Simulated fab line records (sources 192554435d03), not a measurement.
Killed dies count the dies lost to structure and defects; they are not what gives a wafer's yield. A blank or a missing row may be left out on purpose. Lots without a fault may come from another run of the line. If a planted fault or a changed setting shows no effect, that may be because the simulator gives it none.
Struck lot and sound lot, side by side + flow n5 finfet + 14 out of 1938 route steps
Sound: wafers L391.4, L391.5, L391.6. Wafers L399.1, L399.5, L399.6 were the ones struck. The cause comes at the end.
Order at every step that has rows: each side's tool, ch and its chambers, its first start. Under that, the readings that differ: sound wafers + struck wafers + difference of the means + sigmas: that difference in standard deviations of wafers without a fault.
alike: same words and numbers on both sides, and readings whose means sit less than 2 such deviations apart. not compared: any withheld reading, any reading some wafer has no value for, any bound like >300 that may hide the same value, and any number with overlapping values for which the record gives no deviation.
A row with sigmas, a row that says differs or no value, or rows on one side alone: a step with any of these is where the two part. Non-overlapping numbers with no deviation appear without sigmas and do not part them. Lack of a reading on every wafer of one side parts them only where that side has two or more wafers.

N5_BEOL_M7_OVL_MEAS_29:
  sound on overlay-02 ch 0, day 12 16:47; struck on overlay-01 ch 0, day 15 23:38
  alike: V6_OVL
N5_BEOL_M7_INSPECT_30: inspects for defects (brightfield).
  sound on defect inspect-01, day 12 16:50; struck on defect inspect-02, day 15 23:41
  alike: raw defect count
then, 1 step without rows for these wafers: N5_BEOL_M7_DESCUM_33 (chemistry O2, time 7 s).
N5_BEOL_M7_ETCH_72: etches underlayer in N2/H2, target depth 6.5 nm, time 5.2 s.
  sound on rie diel-01 ch 0,1, day 12 17:05; struck on rie diel-01 ch 0,2,3, day 16 00:01
  alike: chamber pressure mTorr, drypump motor current A, etch rf on time s, n2 flow sccm, oes product au, rf fwd power W, rf vpp V, showerhead plenum p Torr, throttle valve pct
  not compared: rf hours counter h
N5_BEOL_M7_ETCH_65: etches SiARC in CF4, target depth 15.6 nm, time 26 s.
  sound on rie diel-01 ch 0,1, day 12 17:07; struck on rie diel-01 ch 0,2,3, day 16 00:02
  alike: chamber pressure mTorr, drypump motor current A, etch rf on time s, oes product au, rf fwd power W, rf vpp V, showerhead plenum p Torr, throttle valve pct
  not compared: rf hours counter h
N5_BEOL_M7_ETCH_66: etches SOC in N2/H2, target depth 80 nm, overetch 16 nm, time 120 s.
  sound on rie diel-01 ch 0,1, day 12 17:08; struck on rie diel-01 ch 0,2,3, day 16 00:04
  alike: chamber pressure mTorr, drypump motor current A, n2 flow sccm, oes product au, rf fwd power W, rf vpp V, showerhead plenum p Torr, throttle valve pct
  not compared: rf hours counter h
then, 2 steps without rows for these wafers: N5_BEOL_M7_STRIP_69 (strips in N2/H2); N5_BEOL_M7_STRIP_73 (strips in N2/H2).
N5_BEOL_M7_VIA_ETCH_34: etches SiCOH lowk in C4F6/O2, target depth 125.5 nm, time 50.5 s.
  sound on rie diel-01 ch 0,1, day 12 17:14; struck on rie diel-01 ch 0,2,3, day 16 00:10
  alike: chamber pressure mTorr, drypump motor current A, oes product au, rf fwd power W, rf vpp V, showerhead plenum p Torr, throttle valve pct
  not compared: rf hours counter h
then, 1 step without rows for these wafers: N5_BEOL_M7_STRIP_76 (strips in C4F6/O2).
N5_BEOL_M7_STRIP_36: strips in N2/H2.
  sound on rie diel-01 ch 0,1, day 12 17:17; struck on rie diel-01 ch 0,2,3, day 16 00:13
  alike: chamber pressure mTorr, drypump motor current A, n2 flow sccm, oes product au, rf vpp V, showerhead plenum p Torr, throttle valve pct
  not compared: rf hours counter h
then, 1 step without rows for these wafers: N5_BEOL_M7_TRENCH_ETCH_37 (etches SiCOH lowk in C4F6/O2, target depth 93.478 nm, time 31.2 s).
N5_BEOL_M7_ETCH_41: etches SiCN in CH3F/O2, target depth 31.9 nm, time 57.8 s.
  sound on rie diel-01 ch 0,1, day 12 17:22; struck on rie diel-01 ch 0,2,3, day 16 00:17
| reading                  | sound             | struck            | difference | sigmas |
|--------------------------|-------------------|-------------------|------------|--------|
| rf fwd power W (W)       | 393.3 392.5 392.7 | 485.4 485.8 490.2 | +94.3      | +59    |
| rf vpp V (V)             | 297.9 298.0 298.6 | 276.7 277.4 277.0 | -21.1      | -15    |
| model.etch.depth nm (nm) | 21.57 21.66 22.25 | 23.46 23.46 24.02 | +1.82      |        |
  alike: chamber pressure mTorr, drypump motor current A, oes product au, showerhead plenum p Torr, throttle valve pct
  not compared: rf hours counter h
then, 1 step without rows for these wafers: N5_BEOL_M7_STRIP_80 (strips in N2/H2, time 10 s).

## WHERE THEY PART
At N5_BEOL_M7_ETCH_41 and nowhere else, as far as this record goes.

WHY: whatever the simulator had introduced
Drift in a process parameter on rie diel-01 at N5_BEOL_M7_ETCH_41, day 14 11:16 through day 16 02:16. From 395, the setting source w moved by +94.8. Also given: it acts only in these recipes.
